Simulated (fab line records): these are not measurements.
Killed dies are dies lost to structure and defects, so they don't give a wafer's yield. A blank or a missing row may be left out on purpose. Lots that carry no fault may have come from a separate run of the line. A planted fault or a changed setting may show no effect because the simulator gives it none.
Split-lot trial -- flow n5Finfet -- 21 wafers read across 7 lots, on a route 1938 steps long

## SPLIT DETAILS
At N5_BEOL_M3_COAT_67 (time 60 s, resist thk 60 nm), the setting spinRpm was moved away from the recipe's 1500 rpm on 9 of the 21 wafers read, by -7.3% to +11.0%. This setting was run at the recipe's value on the other wafers.

The split's own step is where the reading is taken.

## THE READING
SOC_of_BEOL_M3_COAT_67.thkNm (the simulator's own value, which no gauge read), in nm, at N5_BEOL_M3_COAT_67 (time 60 s, resist thk 60 nm). There is no usual value for it anywhere in the file. The 12 wafers here that ran the recipe average 60.1 nm, standard deviation 0.15 nm.

wafer,"tool, chamber at the split","spinRpm as run, rpm",against the recipe,"SOC_of_BEOL_M3_COAT_67.thkNm, nm",against lot-mates on the recipe
L074.1,"lithoTrack-02, 0",1500,recipe,60.2,-
L074.3,"lithoTrack-02, 0",1641,+9.4%,57.4,-2.8
L074.5,"lithoTrack-02, 0",1641,+9.4%,57.4,-2.8
L075.3,"lithoTrack-01, 0",1500,recipe,60.2,-
L075.5,"lithoTrack-01, 0",1500,recipe,60.2,-
L075.4,"lithoTrack-01, 0",1500,recipe,60,-
L079.2,"lithoTrack-01, 0",1581,+5.4%,58.4,-1.6
L079.4,"lithoTrack-01, 0",1500,recipe,60,-
L079.6,"lithoTrack-01, 0",1500,recipe,60,-
L082.2,"lithoTrack-01, 0",1500,recipe,60.2,-
L082.5,"lithoTrack-01, 0",1500,recipe,60.4,-
L082.6,"lithoTrack-01, 0",1665,+11.0%,57,-3.3
L086.2,"lithoTrack-02, 0",1657,+10.5%,57,-3.0
L086.4,"lithoTrack-02, 0",1657,+10.5%,57.2,-2.8
L086.6,"lithoTrack-02, 0",1500,recipe,60,-
L091.1,"lithoTrack-02, 0",1500,recipe,60,-
L091.3,"lithoTrack-02, 0",1560,+4.0%,58.6,-1.4
L091.4,"lithoTrack-02, 0",1560,+4.0%,58.8,-1.2
L092.2,"lithoTrack-02, 0",1391,-7.3%,62.4,+2.5
L092.3,"lithoTrack-02, 0",1500,recipe,60,-
L092.6,"lithoTrack-02, 0",1500,recipe,59.8,-

FIT RESULTS
A straight line over all 21 wafers: SOC_of_BEOL_M3_COAT_67.thkNm changes by -0.292 nm for each +1% of spinRpm; r = -0.99; the points scatter about the line by 0.16 nm.
The same after taking each lot's own level away (the mean of its wafers on the recipe; 21 wafers): -0.299 nm for each +1%; r = -1.00; scatter 0.13 nm.
That fit puts the effect of the largest move of spinRpm on the reading at 3.3 nm.
Across the lots, their own levels run from 59.90 to 60.30 nm, a range of 2.6 times the standard deviation given above.
So the lot-to-lot level changes the slope little: the two slopes agree.
Check: -3.25 nm against its lot-mates is what the line predicts for one of the wafers moved furthest among these (+11.0%) when that wafer is left out of the fit. Against them it came out at -3.3 nm.

## OTHER SPLITS ON THESE WAFERS
Note: prior to the reading, these wafers also went through further splits. Each is held against what the fit with the lots' levels taken away leaves over:
other split on the same wafers,wafers away from the commonest value,r with SOC_of_BEOL_M3_COAT_67.thkNm (lot level and that fit taken away)
N5_BEOL_M0_ETCH_128 sourceW,10,-0.56
N5_BEOL_M0_ETCH_109 biasW,8,-0.06
N5_BEOL_M1_COAT_22 spinRpm,5,+0.00
N5_BEOL_M2_COAT_76 spinRpm,8,-0.24
N5_BEOL_M2_COAT_22 spinRpm,2,-0.67
N5_BEOL_M2_DESCUM_33 timeS,4,+0.09
N5_BEOL_M2_TRENCH_ETCH_37 timeS,8,-0.01

## FILE'S OWN FIT
SOC_of_BEOL_M3_COAT_67.thkNm changes by -0.3 nm for each +1% of spinRpm, r = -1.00.
